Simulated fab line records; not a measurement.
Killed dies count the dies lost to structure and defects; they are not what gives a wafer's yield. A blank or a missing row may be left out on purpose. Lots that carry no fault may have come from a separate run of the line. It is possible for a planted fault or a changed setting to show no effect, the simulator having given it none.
One fault through the eyes of 2 desks | flow nand_harc | each desk has only its own numbers; what lay behind them comes last

== DESK OF THE TOOL OWNER: arfi_scanner-02 ==
The tool's own readings at NHARC_P_M1_EXPOSE_06 (exposes mask P M1, target cd 130 nm): means of the sampled wafers that have a number, for each lot that ran on this tool. If a lot's mean is further than 4 standard deviations from the usual mean, the lot is out of limits and carries the mark OUT (the distance appears in the brackets).
Columns: A = exposure_dose_mJ_cm2 at NHARC_P_M1_EXPOSE_06, usual 81.87
lot  | first seen here | A
L288 | day 6 03:24     | 81.85
L290 | day 6 14:36     | 81.81
L292 | day 7 06:28     | 81.86
L297 | day 8 21:58     | 43.13 (-99 or more) OUT
L298 | day 9 02:28     | 50.78 (-99 or more) OUT
This desk's verdict: out of limits on L297, L298, starting with L297 at day 8 21:58 (exposure_dose_mJ_cm2 at NHARC_P_M1_EXPOSE_06). In limits: L288, L290, L292.

== FROM THE METROLOGY DESK ==
Means of the sampled wafers that have a number, per lot and without regard to the tool the lot ran on: this is what the gauges read. If a lot's mean is further than 4 standard deviations from the usual mean, the lot is out of limits and carries the mark OUT (the distance appears in the brackets).
Columns: A = thk_nm at NHARC_P_M0_THK_MEAS_24, usual 117.2 nm; B = cd_nm at NHARC_P_M1_CD_MEAS_09, usual 130.3 nm; C = cd_nm at NHARC_P_M1_CD_MEAS_16, usual 130.0 nm
lot  | first seen here | A     | B               | C
L288 | day 6 01:12     | 119.6 | 130.7           | 131.0
L287 | day 6 01:46     | 115.5 | 130.9           | 130.7
L289 | day 6 12:12     | 117.5 | 129.0           | 128.3
L290 | day 6 13:13     | 118.4 | 130.3           | 129.9
L292 | day 7 05:03     | 117.1 | 130.6           | 131.0
L295 | day 7 22:49     | 118.0 | 129.9           | 129.5
L297 | day 8 20:32     | 117.3 | 91.4 (-47) OUT  | 90.8 (-39) OUT
L298 | day 9 01:02     | 117.8 | 101.9 (-35) OUT | 101.8 (-28) OUT
L301 | day 9 08:49     | 117.4 | 130.9           | 130.8
L304 | day 10 07:16    | 117.4 | 129.4           | 129.5
L306 | day 10 13:19    | 116.1 | 131.0           | 130.9
L308 | day 10 22:18    | 116.1 | 130.1           | 129.2
This desk's verdict: out of limits on L297, L298, starting with L297 at day 8 22:05 (cd_nm at NHARC_P_M1_CD_MEAS_09). In limits: L288, L287, L289, L290, L292, L295, L301, L304, L306, L308.

== PUT TOGETHER ==
An alarm could have come from the tool owner's desk at day 8 21:58, on L297, L298.
L297, L298 would have let the metrology desk raise an alarm at day 8 22:05.
NHARC_P_M1_EXPOSE_06 was run on arfi_scanner-02 by each of the lots named.

== WHAT WAS PUT IN BY THE SIMULATOR ==
Drift in process parameters on arfi_scanner-02 at NHARC_P_M1_EXPOSE_06, starting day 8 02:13. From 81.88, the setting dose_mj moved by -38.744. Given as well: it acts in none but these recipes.
Shown lots that were struck: L297, L298.
Counting hours from when the fault started, the first reading out of limits came at 20 for the tool owner's desk and at 20 for the metrology desk.
